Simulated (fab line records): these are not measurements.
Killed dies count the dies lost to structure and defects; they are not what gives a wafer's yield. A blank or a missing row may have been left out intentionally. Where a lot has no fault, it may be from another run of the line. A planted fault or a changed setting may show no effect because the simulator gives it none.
Matching of chambers | flow nand harc | NHARC_A_SLIT_DESCUM_14 on rie diel-10: 4 sister chambers
The step chemistry O2, time 3 s. 14 wafers are shown with their chamber, then 7 later ones without.

== WAFERS PAIRED WITH THEIR CHAMBERS ==
wafer  | chamber | drypump motor current A (A) | oes product au (a.u.) | rf vpp V (V)
L075.1 | 3       | 5.7                         | 1.019                 | 56.3
L075.4 | 2       | 4.8                         | 0.996                 | 58.1
L075.5 | 1       | 5.9                         | 0.998                 | 58.5
L076.2 | 3       | 5.7                         | 1.029                 | 57.8
L076.4 | 1       | 5.8                         | 1.004                 | 58.7
L076.6 | 2       | 4.7                         | 1.004                 | 59.2
L084.3 | 3       | 5.7                         | 1.020                 | 57.4
L084.4 | 1       | 5.8                         | 1.012                 | 56.9
L084.5 | 0       | 5.8                         | 1.027                 | 58.1
L089.2 | 0       | 5.8                         | 1.003                 | 57.6
L089.4 | 2       | 4.8                         | 1.003                 | 58.6
L089.5 | 2       | 4.8                         | 1.008                 | 58.9
L090.4 | 0       | 5.8                         | 0.989                 | 56.9
L090.5 | 0       | 5.8                         | 0.989                 | 57.2

SIGNATURES, as means of the wafers listed above
reading                 | chamber 0 | chamber 1 | chamber 2 | chamber 3 | scatter within a chamber
drypump motor current A | 5.800     | 5.833     | 4.775     | 5.700     | 0.0376
oes product au          | 1.00200   | 1.00467   | 1.00275   | 1.02267   | 0.0109
rf vpp V                | 57.450    | 58.033    | 58.700    | 57.167    | 0.68
Rule: for each reading, subtract the chamber's mean from the wafer's reading, divide by that reading's scatter and square the result; add these up over the readings and take the root, which gives the wafer's distance from the chamber. If the next closest chamber is less than 2 further off than the closest, the wafer can't be placed; otherwise it belongs to the closest. How the scatter is found: for the shown wafers, subtract from each reading the mean of its chamber, square and add these, divide the total by (wafers less chambers), then take the root.

== WAFERS WITH NO CHAMBER GIVEN ==
wafer  | drypump motor current A (A) | oes product au (a.u.) | rf vpp V (V)
L090.6 | 5.8                         | 1.003                 | 56.6
L093.3 | 5.9                         | 0.992                 | 56.5
L093.4 | 5.8                         | 1.005                 | 57.6
L093.6 | 5.9                         | 0.997                 | 56.3
L094.2 | 4.8                         | 0.996                 | 58.9
L094.5 | 5.8                         | 1.002                 | 58.0
L094.6 | 4.8                         | 0.997                 | 57.3

== WHICH CHAMBER EACH WENT THROUGH ==
wafer  | from the rows above     | in truth
L090.6 | can't be placed: 0 or 1 | 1
L093.3 | can't be placed: 1 or 0 | 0
L093.4 | can't be placed: 0 or 1 | 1
L093.6 | can't be placed: 1 or 0 | 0
L094.2 | 2                       | 2
L094.5 | can't be placed: 0 or 1 | 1
L094.6 | 2                       | 2
Correct placement for 2 of the 7. Cannot be placed on the basis of these rows: 5; the candidates contain the true chamber in 5. Number placed wrongly: 0.
